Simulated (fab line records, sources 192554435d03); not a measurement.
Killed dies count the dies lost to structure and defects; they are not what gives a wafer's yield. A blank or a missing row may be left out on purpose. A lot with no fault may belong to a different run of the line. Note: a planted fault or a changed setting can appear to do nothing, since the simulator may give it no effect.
Chamber matching	flow n5 finfet	rie diel-06 running N5_BEOL_M6_ETCH_72: 4 sister chambers
The step etches underlayer in N2/H2, target depth 6.5 nm, time 5.2 s. 18 wafers are shown with their chamber, then 9 later ones without.

## WAFERS WITH THEIR CHAMBER
wafer	chamber	drypump motor current A (A)	showerhead plenum p Torr (Torr)	throttle valve pct (%)
L076.1	2	4.9	2.59	18.07
L076.2	0	5.8	2.43	17.50
L076.5	0	5.7	2.43	17.52
L082.1	3	6.0	2.50	18.22
L082.4	2	4.9	2.58	18.07
L082.5	0	5.7	2.43	17.51
L080.1	1	5.7	2.49	17.97
L080.4	2	4.9	2.58	18.11
L080.5	1	5.7	2.49	17.98
L084.2	1	5.8	2.48	17.99
L084.5	2	4.9	2.58	18.12
L084.6	1	5.8	2.48	18.00
L085.2	3	6.0	2.50	17.77
L085.3	2	4.9	2.58	18.12
L085.5	0	5.7	2.43	17.53
L091.1	1	5.7	2.48	17.63
L091.4	0	5.8	2.42	17.54
L091.5	0	5.7	2.42	17.54

SIGNATURES (means of the wafers above)
reading	chamber 0	chamber 1	chamber 2	chamber 3	scatter within a chamber
drypump motor current A	5.733	5.740	4.900	6.000	0.0425
showerhead plenum p Torr	2.4267	2.4840	2.5820	2.5000	0.00488
throttle valve pct	17.5233	17.9140	18.0980	17.9950	0.121
Rule: distance of a wafer from a chamber = root of the sum over the readings of ((wafer's reading minus chamber's mean) / reading's scatter) squared. If the next closest chamber is less than 2 further off than the closest, the wafer can't be placed; otherwise it belongs to the closest. How the scatter is found: for the shown wafers, subtract from each reading the mean of its chamber, square and add these, divide the total by (wafers less chambers), then take the root.

## WAFERS WITHOUT THEIR CHAMBER
wafer	drypump motor current A (A)	showerhead plenum p Torr (Torr)	throttle valve pct (%)
L092.2	5.8	2.42	17.60
L092.4	6.0	2.49	17.80
L092.6	4.9	2.57	18.13
L094.1	6.0	2.49	17.81
L094.2	5.7	2.48	17.61
L094.4	5.7	2.42	17.58
L095.4	4.9	2.57	18.15
L095.5	6.0	2.49	17.78
L095.6	5.8	2.42	17.54

## THE CHAMBER EACH PASSED THROUGH
wafer	from the rows above	in truth
L092.2	0	0
L092.4	3	3
L092.6	2	2
L094.1	3	3
L094.2	1	1
L094.4	0	0
L095.4	2	2
L095.5	3	3
L095.6	0	0
Placed correctly: 9 of 9. From these rows, 0 cannot be placed. Number placed wrongly: 0.
